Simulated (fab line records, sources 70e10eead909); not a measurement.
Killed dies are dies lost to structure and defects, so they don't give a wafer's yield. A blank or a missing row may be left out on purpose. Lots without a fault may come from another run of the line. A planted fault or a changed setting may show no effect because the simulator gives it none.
A struck lot beside a sound one | flow nand_harc | 22 steps out of a route of 1302
Sound: wafers L979.4, L979.5, L979.6. Struck: wafers L990.3, L990.4, L990.5. The cause comes at the end.
At each step with rows: each side's tool, then ch and its chambers, then its first start. Under that, the readings that differ: sound wafers | struck wafers | difference of the means | sigmas: that difference in standard deviations of wafers without a fault.
alike: readings whose means differ by less than 2 such deviations, and words and numbers that are the same on both sides. not compared: withheld readings, readings that some wafer has no value for, bounds like >300 that may hide the same value, and numbers for which the record gives no deviation and whose values overlap.
The two part at a step that has a row with sigmas, a row that says differs or no value, or rows on one side only. Numbers that don't overlap but have no deviation are shown without sigmas and don't part them. A reading that every wafer of one side lacks parts them only if that side has two wafers or more.

NHARC_P_CONTACT_CVD_23: deposits W, target thk 200 nm, time 557 s.
  sound on cvd_w-02 ch 0; struck on cvd_w-01 ch 0,1
  alike: chamber_pressure_Torr, heater_power_w, mfc_wf6_sccm, susceptor_temp_C, throttle_valve_pct
NHARC_P_CONTACT_CMP_24: polishes, t overpolish 30 s, target thk 200 nm.
  sound on cmp-04 ch 0,1,2, day 7 23:44; struck on cmp-02 ch 1,2,3, day 12 15:05
  alike: motor_current_A, overpolish_run_s, retaining_ring_pressure_frac, time_to_endpoint_s
then, 1 step without rows for these wafers: NHARC_P_CONTACT_SRD_26.
NHARC_P_CONTACT_INSPECT_27:
  sound on defect_inspect-02, day 8 00:04; struck on defect_inspect-01, day 12 15:26
  alike: raw_defect_count
then, 7 steps without rows for these wafers: NHARC_P_M0_DEP_00 (deposits SiOC, target thk 150 nm); NHARC_P_M0_DEHYDRATE_01 (time 120 s); NHARC_P_M0_HMDS_02 (time 30 s); NHARC_P_M0_COAT_33 (time 65 s); NHARC_P_M0_COAT_03 (resist thk 90 nm); NHARC_P_M0_SOFTBAKE_04 (time 55 s); NHARC_P_M0_EBR_05.
NHARC_P_M0_EXPOSE_06: exposes mask P M0, target cd 90 nm.
  sound on arfi_scanner-02 ch 0, day 8 00:50; struck on arfi_scanner-02 ch 0, day 12 16:13
  reading              | sound             | struck            | difference | sigmas
  exposure_dose_mJ_cm2 | 81.16 81.29 81.18 | 50.30 50.17 50.30 | -30.95     | -99 or more
  alike: mask
then, 2 steps without rows for these wafers: NHARC_P_M0_PEB_07 (peb time 65 s); NHARC_P_M0_DEVELOP_08 (develop time 35 s).
NHARC_P_M0_CD_MEAS_09: target cd 90 nm.
  sound on cd_sem-01 ch 0, day 8 00:58; struck on cd_sem-01 ch 0, day 12 16:21
  reading    | sound          | struck         | difference | sigmas
  cd_nm (nm) | 89.7 89.7 90.0 | 59.9 59.1 59.9 | -30.2      | -43
NHARC_P_M0_OVL_MEAS_10: pitch 180 nm.
  sound on overlay-02, day 8 01:04; struck on overlay-01, day 12 16:26
  alike: overlay_x_nm, overlay_y_nm
NHARC_P_M0_INSPECT_11:
  sound on defect_inspect-02, day 8 01:05; struck on defect_inspect-01, day 12 16:28
  alike: raw_defect_count
NHARC_P_M0_DESCUM_14: chemistry O2, time 3 s.
  sound on rie_diel-05 ch 0,1, day 8 01:09; struck on rie_diel-13 ch 0,2, day 12 16:32
  reading                     | sound           | struck            | difference | sigmas
  drypump_motor_current_A (A) | 4.7 4.8 4.7     | 5.8 6.0 6.0       | +1.2       | +3
  model.P_M0.cd_nm (nm)       | 89.3 90.38 89.1 | 60.02 58.97 59.27 | -30.17     |
  alike: oes_product_au, rf_vpp_V, showerhead_plenum_p_Torr, throttle_valve_pct
  not compared: rf_hours_counter_h
NHARC_P_M0_ETCH_34: etches the open film in N2/H2, target depth 40 nm, overetch 12 nm, time 43.94 s.
  sound on rie_diel-05 ch 1,2, day 8 01:14; struck on rie_diel-13 ch 1,2,3, day 12 16:37
  alike: drypump_motor_current_A, oes_product_au, rf_vpp_V, showerhead_plenum_p_Torr, throttle_valve_pct
  not compared: rf_hours_counter_h
NHARC_P_M0_ETCH_15: etches the open film in C4F8/Ar, target depth 150 nm, overetch 15 nm, time 82.5 s.
  sound on rie_diel-05 ch 1,2; struck on rie_diel-13 ch 0,1,3
  reading               | sound             | struck            | difference | sigmas
  oes_product_au (a.u.) | 0.926 0.926 0.924 | 0.966 0.953 0.974 | +0.039     | +2
  model.P_M0.cd_nm (nm) | 89.18 89.97 89.12 | 60.58 59.35 59.74 | -29.53     |
  alike: rf_vpp_V
  not compared: rf_hours_counter_h
NHARC_P_M0_CD_MEAS_16:
  sound on cd_sem-03, day 8 01:28; struck on cd_sem-02, day 12 16:51
  reading    | sound          | struck         | difference | sigmas
  cd_nm (nm) | 89.3 89.6 89.5 | 60.5 59.1 59.7 | -29.7      | -33
NHARC_P_M0_STRIP_18: strips in N2/H2.
  sound on rie_diel-05 ch 0,1,3, day 8 01:36; struck on rie_diel-02 ch 0,1,3, day 12 16:59
  alike: drypump_motor_current_A, oes_product_au, rf_vpp_V, showerhead_plenum_p_Torr, throttle_valve_pct
  not compared: rf_hours_counter_h

WHERE THEY PART
First at NHARC_P_M0_EXPOSE_06; last, within this record, at NHARC_P_M0_CD_MEAS_16. Later steps at which nothing parts them and some readings are alike: NHARC_P_M0_STRIP_18.

WHY: what the simulator had put in
Process parameter drift: arfi_scanner-02, from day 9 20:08 on, at NHARC_P_M0_EXPOSE_06. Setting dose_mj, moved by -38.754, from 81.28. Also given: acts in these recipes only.
